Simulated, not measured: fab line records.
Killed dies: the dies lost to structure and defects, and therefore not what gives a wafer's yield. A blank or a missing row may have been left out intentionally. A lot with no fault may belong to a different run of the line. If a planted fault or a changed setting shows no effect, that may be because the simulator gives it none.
Check of tool commonality	flow n5Finfet	27 wafers sampled across 9 lots

WHAT PROMPTED THE OPENING
Flagged at N5_FIN_SAQP_THK_MEAS_05: reading thkNm, on 2 of 9 lots. No-fault wafers: 37.9 nm, standard deviation 0.49.
Rule: a lot is flagged when every wafer of it that has a number lies more than 4 standard deviations from that mean, or none has a number. The other lots count as sound.

lot	measured	on	thkNm (nm), wafer by wafer	flag
L168	day 2 09:17	filmMetro-02	37.2 37.9 38.1	
L169	day 2 15:20	filmMetro-02	37.3 38.1 37.5	
L171	day 3 02:40	filmMetro-02	31.6 32.0 32.3	FLAGGED
L176	day 4 09:31	filmMetro-01	31.6 32.6 32.3	FLAGGED
L182	day 5 21:43	filmMetro-01	38.1 37.3 37.7	
L183	day 6 05:11	filmMetro-01	37.8 37.1 38.5	
L184	day 6 12:01	filmMetro-02	37.6 37.2 37.1	
L187	day 7 04:15	filmMetro-02	38.3 37.4 38.7	
L188	day 7 10:39	filmMetro-01	38.1 37.4 38.8	
Average over the flagged lots: 32.1 nm; offset from the usual -5.8 nm, equal to -12 standard deviations.

TOOL THAT RAN EACH LOT
The record holds 2 process steps before the reading, out of a route of 1938 steps. In each cell: the tool, then ch and the chambers that the sampled wafers went through, then the start.
lot	flag	N5_FIN_SAQP_DENSIFY_62	N5_FIN_SAQP_HM_DEP_03
L168		rtpAnneal-01 ch 0, day 2 08:58	pecvd-04 ch 0,1, day 2 09:11
L169		rtpAnneal-01 ch 0, day 2 15:02	pecvd-04 ch 0,1, day 2 15:13
L171	FLAGGED	rtpAnneal-01 ch 0, day 3 02:23	pecvd-04 ch 0,1, day 3 02:34
L176	FLAGGED	rtpAnneal-01 ch 0, day 4 09:13	pecvd-04 ch 1,2, day 4 09:25
L182		rtpAnneal-02 ch 0, day 5 21:25	pecvd-02 ch 0,1,2, day 5 21:38
L183		rtpAnneal-02 ch 0, day 6 04:53	pecvd-02 ch 1,2, day 6 05:05
L184		rtpAnneal-01 ch 0, day 6 11:31	pecvd-02 ch 0,1,2, day 6 11:56
L187		rtpAnneal-02 ch 0, day 7 03:58	pecvd-03 ch 0,2, day 7 04:10
L188		rtpAnneal-02 ch 0, day 7 10:22	pecvd-02 ch 1,2, day 7 10:34
What the steps here do:
- N5_FIN_SAQP_DENSIFY_62: time 60 s.
- N5_FIN_SAQP_HM_DEP_03: deposits SiNx from SiH4/NH3/N2, target thk 38 nm, time 33.6 s.
- N5_FIN_SAQP_THK_MEAS_05

FLAGGED AGAINST TOTAL, ONE TOOL AT A TIME (gauges that did the reading follow at the end)
step	tool	lots run	flagged	share of the flagged lots	sound lots run after its first flagged lot
N5_FIN_SAQP_DENSIFY_62	rtpAnneal-01	5	2	all	1 (L184)
N5_FIN_SAQP_DENSIFY_62	rtpAnneal-02	4	0	none	-
N5_FIN_SAQP_HM_DEP_03	pecvd-02	4	0	none	-
N5_FIN_SAQP_HM_DEP_03	pecvd-03	1	0	none	-
N5_FIN_SAQP_HM_DEP_03	pecvd-04	4	2	all	0
N5_FIN_SAQP_THK_MEAS_05	filmMetro-01	4	1	some	3 (L182,L183,L188)
N5_FIN_SAQP_THK_MEAS_05	filmMetro-02	5	1	some	2 (L184,L187)

WHAT THE TABLE PERMITS
Table rows that saw every flagged lot: 2, namely rtpAnneal-01 at N5_FIN_SAQP_DENSIFY_62 and pecvd-04 at N5_FIN_SAQP_HM_DEP_03.
- rtpAnneal-01 at N5_FIN_SAQP_DENSIFY_62: 2 of its 5 lots flagged. Lots that were sound ran on it after the first flagged one (L184); a persistent fault on the entire tool would not allow that.
- pecvd-04 at N5_FIN_SAQP_HM_DEP_03: 2 of its 4 lots flagged. Last sound lot L169 at day 2 15:13, first flagged lot L171 at day 3 02:34; a fault beginning in between fits.
One tool is left: pecvd-04 at N5_FIN_SAQP_HM_DEP_03.

WHAT THE SIMULATOR PUT IN
Site profile drift: pecvd-04, from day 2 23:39 on, at N5_FIN_SAQP_HM_DEP_03. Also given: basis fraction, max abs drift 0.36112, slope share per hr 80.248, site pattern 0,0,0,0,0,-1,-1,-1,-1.
Shown lots that were struck: L171, L176. The same result came from the rule above.
